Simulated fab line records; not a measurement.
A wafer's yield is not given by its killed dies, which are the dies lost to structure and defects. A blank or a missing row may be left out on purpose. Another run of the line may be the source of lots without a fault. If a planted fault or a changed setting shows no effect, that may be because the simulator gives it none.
fab line records | flow n5-finfet
record lots=7 | wafers=21
route steps=1938 shown BEOL_M12@1608 BEOL_M14@1716 MIM_BOT@1833 MIM_BOT_ETCH@1866
start-h: hours from the record's opening day to when the first of the lot's shown wafers began | wait-h: hours elapsed since this lot's preceding step | " repeats the value in the row above | L1.1+2: a single row standing in for several wafers | - no value, or no start was given | * or withheld: withheld | < > ~ a bound
route shown NAME@n: NAME is a module with steps in the file, n the number in the route of the first one | usual: mean/standard deviation of fault-free wafers | same: alike in all rows | chamber/n: place in a boat | sites: the reading at each site | _std_site: the values' standard deviation | _edge_site: mean of outer sites minus mean of inner sites | radius-mm: for every site, how far away it sits from the centre of the wafer | mask NAME#n: copy n | behind: the last tool/chamber to shape the wafer | hold: cause of the lot's hold/its duration in hours/its outcome | device: the transistor (n, p or np) that didn't switch | end of line: the route-end tests of the same wafers | a step without rows: its recipe alone | killed: count of dies lost to structure and defects at first sort (not the wafer's yield) | map: shows each die of a wafer: x if killed, . if not, _ if none is there
set.NAME: the setting the step ran with; set.NAME@STEP: the setting that earlier step ran with | model.NAME: the simulator's own value behind a step, which no gauge read
lots whose settings were changed on purpose; a table a step, a row a wafer
## steps
# step N5_BEOL_M12_EXPOSE_07
# recipe mask-id=V11 | na=0.93 | source-shape=conventional | sigma-outer=0.6 | polarization=unpolarized | attpsm-phase-deg=180 | dose-mj=32.5
lot.wafer  | tool           | chamber | start-h | wait-h | mask  | set.dose-mj
L076.2+4   | krf-scanner-02 | 0       | 258.14  | -      | V11#0 | 32.5
L076.3     | "              | 0       | "       | "      | V11#0 | 31.52
L080.1+6   | krf-scanner-02 | 0       | 263.26  | -      | V11#0 | 32.5
L080.4     | "              | 0       | "       | "      | V11#0 | 33.37
L081.2     | krf-scanner-01 | 0       | 268.58  | -      | V11#0 | 32.5
L081.4+5   | "              | 0       | "       | "      | V11#0 | 31.17
L082.1+6   | krf-scanner-01 | 0       | 277.62  | -      | V11#0 | 32.5
L082.2     | "              | 0       | "       | "      | V11#0 | 30.7
L088.2     | krf-scanner-02 | 0       | 328.42  | -      | V11#0 | 32.5
L088.5+6   | "              | 0       | "       | "      | V11#0 | 31.57
L097.2+5   | krf-scanner-02 | 0       | 378.92  | -      | V11#0 | 33.53
L097.4     | "              | 0       | "       | "      | V11#0 | 32.5
L095.2+3+4 | krf-scanner-01 | 0       | 379.08  | -      | V11#0 | 32.5
# step N5_BEOL_M12_PEB_08
# recipe peb-temp-c=130 | peb-time-s=90
# step N5_BEOL_M12_DEVELOP_09
# recipe develop-time-s=45 | rinse-liquid=diw | dry=air-spin | dev-temp-c=21
# step N5_BEOL_M12_HARDBAKE_14
# recipe temp-c=130 | time-s=120
# step N5_BEOL_M12_CD_MEAS_10
# recipe target-cd-nm=140 | landing-energy-ev=500 | detector=se-inlens | polarity=opening
# usual cd-nm=140.1/1.9
lot.wafer | tool      | chamber | start-h | wait-h | set.dose-mj@BEOL_M12_EXPOSE_07 | cd-nm
L076.2    | cd-sem-01 | 0       | 258.31  | -      | 32.5                           | 139.8
L076.3    | "         | 0       | "       | "      | 31.52                          | 135.9
L076.4    | "         | 0       | "       | "      | 32.5                           | 142.4
L080.1    | cd-sem-02 | 0       | 263.43  | -      | 32.5                           | 143.4
L080.4    | "         | 0       | "       | "      | 33.37                          | 144.6
L080.6    | "         | 0       | "       | "      | 32.5                           | 138.3
L081.2    | cd-sem-03 | 0       | 268.75  | -      | 32.5                           | 140.3
L081.4    | "         | 0       | "       | "      | 31.17                          | 134.1
L081.5    | "         | 0       | "       | "      | 31.17                          | 133.9
L082.1    | cd-sem-01 | 0       | 277.79  | -      | 32.5                           | 138.4
L082.2    | "         | 0       | "       | "      | 30.7                           | 132.3
L082.6    | "         | 0       | "       | "      | 32.5                           | 139.1
L088.2    | cd-sem-03 | 0       | 328.59  | -      | 32.5                           | 140.4
L088.5    | "         | 0       | "       | "      | 31.57                          | 137.4
L088.6    | "         | 0       | "       | "      | 31.57                          | 138.9
L097.2    | cd-sem-01 | 0       | 379.09  | -      | 33.53                          | 146.0
L097.4    | "         | 0       | "       | "      | 32.5                           | 141.5
L097.5    | "         | 0       | "       | "      | 33.53                          | 145.1
L095.2    | cd-sem-02 | 0       | 379.25  | -      | 32.5                           | 139.8
L095.3    | "         | 0       | "       | "      | 32.5                           | 138.6
L095.4    | "         | 0       | "       | "      | 32.5                           | 140.2
# step N5_BEOL_M12_STRIP_71
# recipe chemistry=post-etch-residue-remover | time-s=60 | temp-c=25 | remover-ph=withheld | remover-water-wt-pct=withheld | remover-fluoride-wt-pct=withheld
# step N5_BEOL_M12_SRD_72
# recipe time-s=30 | temp-c=23 | rinse-liquid=diw | dry=n2-spin | spin-rpm=1500 | dry-time-s=30
# step N5_BEOL_M12_CD_MEAS_17
# recipe target-cd-nm=140 | polarity=opening
# usual cd-nm=140.5/2
lot.wafer | tool      | chamber | start-h | wait-h | set.dose-mj@BEOL_M12_EXPOSE_07 | cd-nm
L076.2    | cd-sem-02 | -       | 258.89  | 0.0    | 32.5                           | 141.7
L076.3    | "         | -       | "       | "      | 31.52                          | 135.1
L076.4    | "         | -       | "       | "      | 32.5                           | 142.6
L080.1    | cd-sem-01 | -       | 264.01  | 0.0    | 32.5                           | 142.6
L080.4    | "         | -       | "       | "      | 33.37                          | 144.6
L080.6    | "         | -       | "       | "      | 32.5                           | 138.8
L081.2    | cd-sem-03 | -       | 269.33  | 0.0    | 32.5                           | 140.8
L081.4    | "         | -       | "       | "      | 31.17                          | 135.0
L081.5    | "         | -       | "       | "      | 31.17                          | 133.2
L082.1    | cd-sem-03 | -       | 278.72  | 0.0    | 32.5                           | 139.4
L082.2    | "         | -       | "       | "      | 30.7                           | 131.9
L082.6    | "         | -       | "       | "      | 32.5                           | 139.3
L088.2    | cd-sem-03 | -       | 329.52  | 0.0    | 32.5                           | 139.7
L088.5    | "         | -       | "       | "      | 31.57                          | 137.3
L088.6    | "         | -       | "       | "      | 31.57                          | 139.1
L097.2    | cd-sem-02 | -       | 379.68  | 0.0    | 33.53                          | 146.2
L097.4    | "         | -       | "       | "      | 32.5                           | 141.5
L097.5    | "         | -       | "       | "      | 33.53                          | 146.0
L095.2    | cd-sem-02 | -       | 379.94  | 0.0    | 32.5                           | 139.8
L095.3    | "         | -       | "       | "      | 32.5                           | 141.2
L095.4    | "         | -       | "       | "      | 32.5                           | 141.9
# step N5_BEOL_M12_ETCH_67
# recipe chemistry=CF4 | target=SiARC | target-depth-a=1430 | time-s=238.3 | ion-energy-ev=80 | pressure-mtorr=40 | source-w=545 | bias-w=36 | Ar_flow_sccm=100 | cf4-flow-sccm=100 | ends=cleared
# usual etch-rf-on-time-s=236/5.9 | rf-vpp-V=183.5/1.2
lot.wafer | tool        | chamber | start-h | wait-h | set.source-w | etch-rf-on-time-s | rf-vpp-V
L076.2    | rie-diel-05 | 2       | 259.46  | 0.0    | 545          | 235               | 184.5
L076.3    | "           | 3       | "       | "      | 545          | 226               | 183.4
L076.4    | "           | 0       | "       | "      | 519.9        | 255               | 186.1
L080.1    | rie-diel-05 | 2       | 264.59  | 0.0    | 545          | 234               | 184.9
L080.4    | "           | 2       | "       | "      | 545          | 236               | 184.3
L080.6    | "           | 3       | "       | "      | 620.4        | 200               | 174.2
L081.2    | rie-diel-04 | 2       | 269.78  | 0.0    | 545          | 251               | 183.7
L081.4    | "           | 0       | "       | "      | 545          | 236               | 186.1
L081.5    | "           | 1       | "       | "      | 545          | 235               | 183.7
L082.1    | rie-diel-05 | 0       | 279.17  | 0.0    | 545          | 246               | 183.3
L082.2    | "           | 3       | "       | "      | 545          | 227               | 183.9
L082.6    | "           | 3       | "       | "      | 632.2        | 200               | 175.0
L088.2    | rie-diel-06 | 1       | 330.81  | 0.0    | 545          | 237               | 181.8
L088.5    | "           | 2       | "       | "      | 545          | 231               | 185.4
L088.6    | "           | 1       | "       | "      | 545          | 240               | 181.8
L097.2    | rie-diel-04 | 3       | 380.45  | 0.0    | 545          | 235               | 182.3
L097.4    | "           | 0       | "       | "      | 545          | 234               | 184.2
L097.5    | "           | 1       | "       | "      | 545          | 235               | 185.1
L095.2    | rie-diel-06 | 2       | 380.51  | 0.0    | 545          | 232               | 183.5
L095.3    | "           | 3       | "       | "      | 545          | 237               | 183.2
L095.4    | "           | 0       | "       | "      | 545          | 247               | 183.6
# step N5_BEOL_M14_ILD_DEP_00
# recipe material=SiO2 | target-thk-a=11193 | temp-c=400 | precursor=TEOS/O2 | pressure-torr=6.5 | rf-w=900 | teos-flow-sccm=161.4 | gas=O2 | flow-sccm=2650 | time-s=237.4
lot.wafer | tool     | chamber | start-h | wait-h | set.time-s | model.SiO2_of_BEOL_M14_ILD_DEP_00.thk-nm
L076.2    | pecvd-01 | 0       | 267.88  | 0.0    | 237.4      | 1110
L076.3    | "        | 1       | "       | "      | 237.4      | 1126
L076.4    | "        | 2       | "       | "      | 237.4      | 1123
L080.1    | pecvd-03 | 2       | 273.60  | 0.0    | 237.4      | 1086
L080.4    | "        | 1       | "       | "      | 237.4      | 1137
L080.6    | "        | 2       | "       | "      | 267        | 1245
L081.2    | pecvd-01 | 2       | 285.07  | 0.0    | 237.4      | 1096
L081.4    | "        | 1       | "       | "      | 237.4      | 1160
L081.5    | "        | 2       | "       | "      | 217.9      | 1014
L082.1    | pecvd-04 | 0       | 292.73  | 0.0    | 237.4      | 1102
L082.2    | "        | 2       | "       | "      | 237.4      | 1118
L082.6    | "        | 2       | "       | "      | 237.4      | 1127
L088.2    | pecvd-01 | 0       | 337.92  | 0.0    | 237.4      | 1109
L088.5    | "        | 0       | "       | "      | 237.4      | 1128
L088.6    | "        | 1       | "       | "      | 237.4      | 1151
L097.2    | pecvd-04 | 2       | 391.76  | 0.0    | 237.4      | 1119
L097.4    | "        | 1       | "       | "      | 206.2      | 993.6
L097.5    | "        | 2       | "       | "      | 237.4      | 1126
L095.2    | pecvd-01 | 0       | 394.03  | 0.0    | 237.4      | 1099
L095.3    | "        | 0       | "       | "      | 237.4      | 1115
L095.4    | "        | 2       | "       | "      | 237.4      | 1113
# step N5_BEOL_M14_THK_MEAS_01
# recipe reads=SiO2_of_BEOL_M14_ILD_DEP_00
# usual M14_ILD_THK=1117/18
lot.wafer | tool          | chamber | start-h | wait-h | set.time-s@BEOL_M14_ILD_DEP_00 | M14_ILD_THK[nm]
L076.2    | film-metro-01 | -       | 268.07  | 0.1    | 237.4                          | 1109
L076.3    | "             | -       | "       | "      | 237.4                          | 1127
L076.4    | "             | -       | "       | "      | 237.4                          | 1123
L080.1    | film-metro-01 | -       | 273.79  | 0.1    | 237.4                          | 1086
L080.4    | "             | -       | "       | "      | 237.4                          | 1137
L080.6    | "             | -       | "       | "      | 267                            | 1247
L081.2    | film-metro-01 | -       | 285.26  | 0.1    | 237.4                          | 1096
L081.4    | "             | -       | "       | "      | 237.4                          | 1159
L081.5    | "             | -       | "       | "      | 217.9                          | 1014
L082.1    | film-metro-01 | -       | 292.99  | 0.2    | 237.4                          | 1102
L082.2    | "             | -       | "       | "      | 237.4                          | 1118
L082.6    | "             | -       | "       | "      | 237.4                          | 1127
L088.2    | film-metro-02 | -       | 338.11  | 0.1    | 237.4                          | 1110
L088.5    | "             | -       | "       | "      | 237.4                          | 1128
L088.6    | "             | -       | "       | "      | 237.4                          | 1151
L097.2    | film-metro-01 | -       | 391.95  | 0.1    | 237.4                          | 1119
L097.4    | "             | -       | "       | "      | 206.2                          | 994
L097.5    | "             | -       | "       | "      | 237.4                          | 1126
L095.2    | film-metro-01 | -       | 394.30  | 0.2    | 237.4                          | 1099
L095.3    | "             | -       | "       | "      | 237.4                          | 1115
L095.4    | "             | -       | "       | "      | 237.4                          | 1112
# step N5_BEOL_M14_EXPOSE_07
# recipe mask-id=V13 | na=0.8 | source-shape=annular | sigma-inner=0.5 | sigma-outer=0.8 | polarization=unpolarized | attpsm-phase-deg=180 | dose-mj=57
lot.wafer  | tool           | chamber | start-h | wait-h | mask  | set.dose-mj
L076.2+4   | krf-scanner-01 | 0       | 268.21  | -      | V13#0 | 57
L076.3     | "              | 0       | "       | "      | V13#0 | 60.63
L080.1+6   | krf-scanner-02 | 0       | 274.05  | -      | V13#0 | 57
L080.4     | "              | 0       | "       | "      | V13#0 | 52.96
L081.2+4   | krf-scanner-01 | 0       | 285.40  | -      | V13#0 | 54.47
L081.5     | "              | 0       | "       | "      | V13#0 | 57
L082.1     | krf-scanner-02 | 0       | 293.25  | -      | V13#0 | 57
L082.2+6   | "              | 0       | "       | "      | V13#0 | 59.14
L088.2+5+6 | krf-scanner-01 | 0       | 338.25  | -      | V13#0 | 57
L097.2+4   | krf-scanner-02 | 0       | 392.08  | -      | V13#0 | 57
L097.5     | "              | 0       | "       | "      | V13#0 | 60.22
L095.2+3+4 | krf-scanner-02 | 0       | 394.43  | -      | V13#0 | 57
# step N5_BEOL_M14_PEB_08
# recipe peb-temp-c=130 | peb-time-s=90
# step N5_BEOL_M14_DEVELOP_09
# recipe develop-time-s=45 | rinse-liquid=diw | dry=air-spin | dev-temp-c=21
# step N5_BEOL_M14_HARDBAKE_14
# recipe temp-c=130 | time-s=120
# step N5_BEOL_M14_CD_MEAS_10
# recipe target-cd-nm=250 | landing-energy-ev=500 | detector=se-inlens | polarity=opening
# usual cd-nm=251.1/1.4
lot.wafer | tool      | chamber | start-h | wait-h | set.dose-mj@BEOL_M14_EXPOSE_07 | cd-nm
L076.2    | cd-sem-02 | 0       | 268.38  | -      | 57                             | 249.0
L076.3    | "         | 0       | "       | "      | 60.63                          | 259.4
L076.4    | "         | 0       | "       | "      | 57                             | 249.4
L080.1    | cd-sem-03 | 0       | 274.22  | -      | 57                             | 252.3
L080.4    | "         | 0       | "       | "      | 52.96                          | 239.7
L080.6    | "         | 0       | "       | "      | 57                             | 250.0
L081.2    | cd-sem-01 | 0       | 285.57  | -      | 54.47                          | 241.9
L081.4    | "         | 0       | "       | "      | 54.47                          | 244.7
L081.5    | "         | 0       | "       | "      | 57                             | 252.3
L082.1    | cd-sem-03 | 0       | 293.42  | -      | 57                             | 252.5
L082.2    | "         | 0       | "       | "      | 59.14                          | 258.3
L082.6    | "         | 0       | "       | "      | 59.14                          | 258.9
L088.2    | cd-sem-01 | 0       | 338.42  | -      | 57                             | 251.6
L088.5    | "         | 0       | "       | "      | 57                             | 252.4
L088.6    | "         | 0       | "       | "      | 57                             | 252.4
L097.2    | cd-sem-02 | 0       | 392.26  | -      | 57                             | 254.5
L097.4    | "         | 0       | "       | "      | 57                             | 252.4
L097.5    | "         | 0       | "       | "      | 60.22                          | 262.5
L095.2    | cd-sem-03 | 0       | 394.60  | -      | 57                             | 252.1
L095.3    | "         | 0       | "       | "      | 57                             | 252.3
L095.4    | "         | 0       | "       | "      | 57                             | 252.4
# step N5_BEOL_M14_DESCUM_15
# recipe chemistry=O2 | time-s=7.9 | source-power-w=50 | bias-power-w=20 | pressure-mtorr=20 | rf-frequency-hz=2.712e+07 | temp-c=40 | o2-flow-sccm=225
# step N5_BEOL_M14_ETCH_59
# recipe chemistry=N2/H2 | target=BARC | target-depth-a=890 | overetch-a=267 | time-s=67.9 | ion-energy-ev=200 | pressure-mtorr=30 | source-w=840 | bias-w=150 | n2-flow-sccm=200 | h2-flow-sccm=200
# step N5_BEOL_M14_VIA_ETCH_16
# recipe chemistry=C4F8/O2/Ar | target=SiO2 | he-inner-torr=15 | he-outer-torr=30 | target-depth-a=12313 | time-s=withheld | ion-energy-ev=800 | pressure-mtorr=20 | source-w=1905 | bias-w=2040 | Ar_flow_sccm=400 | C4F8_flow_sccm=16 | O2_flow_sccm=12 | ends=cleared
lot.wafer | tool        | chamber | start-h | wait-h | set.time-s@BEOL_M14_ILD_DEP_00 | model.etch.depth-nm
L076.2    | rie-diel-06 | 3       | 268.61  | 0.0    | *                              | 1110
L076.3    | "           | 1       | "       | "      | *                              | 1126
L076.4    | "           | 0       | "       | "      | *                              | 1123
L080.1    | rie-diel-04 | 2       | 274.65  | 0.0    | *                              | 1086
L080.4    | "           | 3       | "       | "      | *                              | 1137
L080.6    | "           | 2       | "       | "      | *                              | 1245
L081.2    | rie-diel-04 | 2       | 285.74  | 0.0    | *                              | 1096
L081.4    | "           | 3       | "       | "      | *                              | 1160
L081.5    | "           | 0       | "       | "      | *                              | 1014
L082.1    | rie-diel-05 | 1       | 293.60  | 0.0    | *                              | 1102
L082.2    | "           | 2       | "       | "      | *                              | 1118
L082.6    | "           | 3       | "       | "      | *                              | 1127
L088.2    | rie-diel-06 | 0       | 339.84  | 0.0    | *                              | 1109
L088.5    | "           | 3       | "       | "      | *                              | 1128
L088.6    | "           | 0       | "       | "      | *                              | 1151
L097.2    | rie-diel-06 | 0       | 392.43  | 0.0    | *                              | 1119
L097.4    | "           | 3       | "       | "      | *                              | 993.5
L097.5    | "           | 3       | "       | "      | *                              | 1126
L095.2    | rie-diel-04 | 3       | 394.91  | 0.0    | *                              | 1099
L095.3    | "           | 0       | "       | "      | *                              | 1115
L095.4    | "           | 1       | "       | "      | *                              | 1113
# step N5_BEOL_M14_STRIP_63
# recipe chemistry=O2 | power-w=600 | temp-c=60 | pressure-mtorr=30 | rf-frequency-hz=6e+07 | bias-power-w=0 | overash-fraction=0.3 | o2-flow-sccm=225
# step N5_BEOL_M14_STRIP_64
# recipe chemistry=O2 | power-w=600 | temp-c=60 | pressure-mtorr=30 | rf-frequency-hz=6e+07 | bias-power-w=0 | overash-fraction=0.3 | o2-flow-sccm=225
# step N5_BEOL_M14_STRIP_71
# recipe chemistry=post-etch-residue-remover | time-s=60 | temp-c=25 | remover-ph=withheld | remover-water-wt-pct=withheld | remover-fluoride-wt-pct=withheld
# step N5_BEOL_M14_SRD_72
# recipe time-s=30 | temp-c=23 | rinse-liquid=diw | dry=n2-spin | spin-rpm=1500 | dry-time-s=30
# step N5_BEOL_M14_CD_MEAS_17
# recipe target-cd-nm=250 | polarity=opening
# usual cd-nm=251.3/1.7
lot.wafer | tool      | chamber | start-h | wait-h | set.dose-mj@BEOL_M14_EXPOSE_07 | cd-nm
L076.2    | cd-sem-02 | -       | 268.95  | 0.0    | 57                             | 249.5
L076.3    | "         | -       | "       | "      | 60.63                          | 258.1
L076.4    | "         | -       | "       | "      | 57                             | 249.3
L080.1    | cd-sem-02 | -       | 275.03  | 0.0    | 57                             | 252.8
L080.4    | "         | -       | "       | "      | 52.96                          | 240.2
L080.6    | "         | -       | "       | "      | 57                             | 251.8
L081.2    | cd-sem-03 | -       | 286.09  | 0.0    | 54.47                          | 241.2
L081.4    | "         | -       | "       | "      | 54.47                          | 245.6
L081.5    | "         | -       | "       | "      | 57                             | 252.2
L082.1    | cd-sem-01 | -       | 293.95  | 0.0    | 57                             | 253.0
L082.2    | "         | -       | "       | "      | 59.14                          | 259.0
L082.6    | "         | -       | "       | "      | 59.14                          | 259.6
L088.2    | cd-sem-02 | -       | 340.19  | 0.0    | 57                             | 250.6
L088.5    | "         | -       | "       | "      | 57                             | 250.8
L088.6    | "         | -       | "       | "      | 57                             | 251.8
L097.2    | cd-sem-03 | -       | 392.78  | 0.0    | 57                             | 254.0
L097.4    | "         | -       | "       | "      | 57                             | 252.3
L097.5    | "         | -       | "       | "      | 60.22                          | 264.7
L095.2    | cd-sem-02 | -       | 395.29  | 0.0    | 57                             | 251.4
L095.3    | "         | -       | "       | "      | 57                             | 251.8
L095.4    | "         | -       | "       | "      | 57                             | 252.5
# step N5_BEOL_M14_SPUTTER_44
# recipe material=Ta | target-thk-a=150 | temp-c=50 | bias-v=80 | power-w=15000 | chamber-pressure-pa=0.07 | time-s=24.19
lot.wafer | tool           | chamber | start-h | wait-h | set.time-s | model.Ta_of_BEOL_M14_SPUTTER_44.thk-nm
L076.2+3  | pvd-sputter-02 | -       | 271.99  | 0.0    | 26.73      | 17.2
L076.4    | "              | -       | "       | "      | 26.73      | 17
L080.1    | pvd-sputter-02 | -       | 279.63  | 0.0    | 24.19      | 14.8
L080.4+6  | "              | -       | "       | "      | 24.19      | 15.2
L081.2    | pvd-sputter-02 | -       | 300.73  | 0.0    | 24.19      | 14.8
L081.4+5  | "              | -       | "       | "      | 24.19      | 15.2
L082.1+6  | pvd-sputter-01 | -       | 301.66  | 0.0    | 24.19      | 14.8
L082.2    | "              | -       | "       | "      | 24.19      | 15
L088.2    | pvd-sputter-01 | -       | 349.83  | 0.0    | 20.59      | 12.6
L088.5    | "              | -       | "       | "      | 20.59      | 12.4
L088.6    | "              | -       | "       | "      | 24.19      | 14.6
L097.2    | pvd-sputter-01 | -       | 394.35  | 0.0    | 25.14      | 15.4
L097.4    | "              | -       | "       | "      | 25.14      | 15.2
L097.5    | "              | -       | "       | "      | 24.19      | 14.6
L095.2+3  | pvd-sputter-02 | -       | 398.69  | 0.0    | 24.19      | 15
L095.4    | "              | -       | "       | "      | 24.19      | 14.8
# step N5_MIM_BOT_SPUTTER_00
# recipe material=TiN | target-thk-a=350 | temp-c=200 | power-w=3000 | chamber-pressure-pa=0.49996 | gas=Ar | reactive-partial-pa=0.37997 | time-s=89.7
lot.wafer | tool           | chamber | start-h | wait-h | set.time-s | model.TiN_of_MIM_BOT_SPUTTER_00.thk-nm
L076.2    | pvd-sputter-03 | -       | 279.89  | 0.0    | 77.71      | 30.6
L076.3    | "              | -       | "       | "      | 89.7       | 34.8
L076.4    | "              | -       | "       | "      | 77.71      | 30.4
L080.1    | pvd-sputter-01 | -       | 296.80  | 0.0    | 80.58      | 30.8
L080.4    | "              | -       | "       | "      | 89.7       | 34.8
L080.6    | "              | -       | "       | "      | 80.58      | 31
L081.2    | pvd-sputter-03 | -       | 309.34  | 0.0    | 81.74      | 32
L081.4    | "              | -       | "       | "      | 89.7       | 34.8
L081.5    | "              | -       | "       | "      | 81.74      | 31.6
L082.1+2  | pvd-sputter-03 | -       | 310.14  | 0.0    | 89.7       | 35.2
L082.6    | "              | -       | "       | "      | 79.14      | 31
L088.2    | pvd-sputter-02 | -       | 362.04  | 0.0    | 81.25      | 32.2
L088.5    | "              | -       | "       | "      | 81.25      | 31.6
L088.6    | "              | -       | "       | "      | 81.25      | 32
L097.2    | pvd-sputter-01 | -       | 402.86  | 0.0    | 79.94      | 31.2
L097.4    | "              | -       | "       | "      | 89.7       | 34.6
L097.5    | "              | -       | "       | "      | 79.94      | 30.4
L095.2+4  | pvd-sputter-01 | -       | 407.20  | 0.0    | 89.7       | 35
L095.3    | "              | -       | "       | "      | 89.7       | 34.6
# step N5_MIM_BOT_ETCH_ETCH_04
# recipe chemistry=CF4/O2 | target=SiNx | target-depth-a=260 | time-s=13 | ion-energy-ev=100 | pressure-mtorr=40 | source-w=535 | bias-w=49 | Ar_flow_sccm=100 | cf4-flow-sccm=100 | O2_flow_sccm=10
lot.wafer | tool        | chamber | start-h | wait-h | set.source-w | model.etch.depth-nm
L076.2    | rie-diel-05 | 3       | 283.68  | 0.0    | 605.5        | 30.58
L076.3    | "           | 0       | "       | "      | 605.5        | 28.39
L076.4    | "           | 1       | "       | "      | 535          | 26.94
L080.1    | rie-diel-06 | 1       | 299.40  | 0.0    | 457.2        | 22.73
L080.4    | "           | 3       | "       | "      | 535          | 26.21
L080.6    | "           | 3       | "       | "      | 535          | 26.57
L081.2    | rie-diel-04 | 3       | 312.98  | 0.0    | 535          | 26.44
L081.4    | "           | 1       | "       | "      | 535          | 26.29
L081.5    | "           | 3       | "       | "      | 575.9        | 28.43
L082.1    | rie-diel-06 | 3       | 313.49  | 0.0    | 535          | 26.53
L082.2    | "           | 0       | "       | "      | 571.7        | 27.6
L082.6    | "           | 2       | "       | "      | 535          | 27.07
L088.2    | rie-diel-05 | 1       | 365.59  | 0.0    | 535          | 27.09
L088.5    | "           | 2       | "       | "      | 535          | 26.03
L088.6    | "           | 3       | "       | "      | 535          | 27.1
L097.2    | rie-diel-05 | 0       | 405.52  | 0.0    | 535          | 26.21
L097.4    | "           | 3       | "       | "      | 487.7        | 25.74
L097.5    | "           | 1       | "       | "      | 487.7        | 25.26
L095.2    | rie-diel-04 | 1       | 409.61  | 0.0    | 535          | 26.12
L095.3    | "           | 0       | "       | "      | 535          | 25.97
L095.4    | "           | 2       | "       | "      | 535          | 25.93
## key
split step=N5_BEOL_M12_EXPOSE_07 | setting=dose-mj | stated=32.5 | by=wafer
response step=N5_BEOL_M12_CD_MEAS_10 | reading=cd-nm | change=+1.3 | per=1% | r=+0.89
response step=N5_BEOL_M12_CD_MEAS_17 | reading=cd-nm | change=+1.46 | per=1% | r=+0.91
split step=N5_BEOL_M12_ETCH_67 | setting=source-w | stated=545 | by=wafer
response step=N5_BEOL_M12_ETCH_67 | reading=etch-rf-on-time-s | change=* | per=1% | r=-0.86
response step=N5_BEOL_M12_ETCH_67 | reading=rf-vpp-V | change=-0.624 | per=1% | r=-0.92
split step=N5_BEOL_M14_ILD_DEP_00 | setting=time-s | stated=237.4 | by=wafer
response step=N5_BEOL_M14_ILD_DEP_00 | reading=model.SiO2_of_BEOL_M14_ILD_DEP_00.thk-nm | change=+10.9 | per=1% | r=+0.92
response step=N5_BEOL_M14_THK_MEAS_01 | reading=M14_ILD_THK | change=+10.9 | per=1% | r=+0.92
response step=N5_BEOL_M14_VIA_ETCH_16 | reading=model.etch.depth-nm | change=+10.9 | per=1% | r=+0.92
split step=N5_BEOL_M14_EXPOSE_07 | setting=dose-mj | stated=57 | by=wafer
response step=N5_BEOL_M14_CD_MEAS_10 | reading=cd-nm | change=+1.66 | per=1% | r=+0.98
response step=N5_BEOL_M14_CD_MEAS_17 | reading=cd-nm | change=+1.72 | per=1% | r=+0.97
split step=N5_BEOL_M14_SPUTTER_44 | setting=time-s | stated=24.19 | by=wafer
response step=N5_BEOL_M14_SPUTTER_44 | reading=model.Ta_of_BEOL_M14_SPUTTER_44.thk-nm | change=+0.144 | per=1% | r=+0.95
split step=N5_MIM_BOT_SPUTTER_00 | setting=time-s | stated=89.7 | by=wafer
response step=N5_MIM_BOT_SPUTTER_00 | reading=model.TiN_of_MIM_BOT_SPUTTER_00.thk-nm | change=+0.347 | per=1% | r=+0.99
split step=N5_MIM_BOT_ETCH_ETCH_04 | setting=source-w | stated=535 | by=wafer
response step=N5_MIM_BOT_ETCH_ETCH_04 | reading=model.etch.depth-nm | change=+0.201 | per=1% | r=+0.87
